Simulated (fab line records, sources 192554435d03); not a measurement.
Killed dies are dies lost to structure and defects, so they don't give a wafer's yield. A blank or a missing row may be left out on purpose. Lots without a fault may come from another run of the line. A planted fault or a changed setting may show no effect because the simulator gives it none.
Chamber matching | flow n5_finfet | N5_BEOL_M11_STRIP_19 on rie_diel-01: 4 sister chambers
The step strips in O2. 16 wafers are shown with their chamber, then 8 later ones without.

WAFERS WITH THEIR CHAMBER
wafer  | chamber | showerhead_plenum_p_Torr (Torr) | throttle_valve_pct (%) | oes_product_au (a.u.)
L078.2 | 2       | 2.09                            | 16.60                  | 0.79
L078.3 | 3       | 2.01                            | 16.94                  | 0.73
L078.6 | 2       | 2.09                            | 16.56                  | 0.79
L084.3 | 3       | 2.01                            | 16.92                  | 0.72
L084.4 | 0       | 2.09                            | 17.02                  | 0.74
L084.6 | 0       | 2.09                            | 16.99                  | 0.74
L087.3 | 2       | 2.09                            | 16.62                  | 0.76
L087.4 | 0       | 2.09                            | 17.01                  | 0.73
L087.5 | 2       | 2.09                            | 16.61                  | 0.76
L088.1 | 1       | 2.14                            | 16.68                  | 0.69
L088.3 | 0       | 2.09                            | 17.02                  | 0.73
L088.4 | 2       | 2.08                            | 16.62                  | 0.76
L089.2 | 0       | 2.08                            | 17.03                  | 0.74
L089.4 | 2       | 2.08                            | 16.64                  | 0.76
L089.5 | 0       | 2.08                            | 17.03                  | 0.72
L090.1 | 0       | 2.08                            | 17.04                  | 0.73

SIGNATURES (means of the wafers above)
reading                  | chamber 0 | chamber 1 | chamber 2 | chamber 3 | scatter within a chamber
showerhead_plenum_p_Torr | 2.0857    | 2.1400    | 2.0867    | 2.0100    | 0.00504
throttle_valve_pct       | 17.0200   | 16.6800   | 16.6083   | 16.9300   | 0.0214
oes_product_au           | 0.7329    | 0.6900    | 0.7700    | 0.7250    | 0.0115
Rule: a wafer's distance from a chamber is the root of the sum, over the readings, of the square of ((its reading less the chamber's mean) divided by the reading's scatter). The wafer belongs to the nearest chamber; if the next one is less than 2 further off, it can't be placed. The scatter: the root of (the sum of the squares of (reading less its chamber's mean) over the shown wafers, divided by (wafers less chambers)).

WAFERS WITHOUT THEIR CHAMBER
wafer  | showerhead_plenum_p_Torr (Torr) | throttle_valve_pct (%) | oes_product_au (a.u.)
L090.3 | 2.08                            | 16.63                  | 0.74
L090.5 | 2.08                            | 17.04                  | 0.73
L094.3 | 2.00                            | 17.00                  | 0.70
L094.5 | 2.08                            | 17.03                  | 0.72
L094.6 | 2.00                            | 17.01                  | 0.70
L097.1 | 2.00                            | 17.00                  | 0.70
L097.3 | 2.08                            | 16.67                  | 0.74
L097.6 | 2.08                            | 16.67                  | 0.74

WHICH CHAMBER EACH WENT THROUGH
wafer  | from the rows above | in truth
L090.3 | 2                   | 2
L090.5 | 0                   | 0
L094.3 | 3                   | 3
L094.5 | 0                   | 0
L094.6 | 3                   | 3
L097.1 | 3                   | 3
L097.3 | 2                   | 2
L097.6 | 2                   | 2
Placed correctly: 8 of 8. Can't be placed from these rows: 0. Placed wrongly: 0.
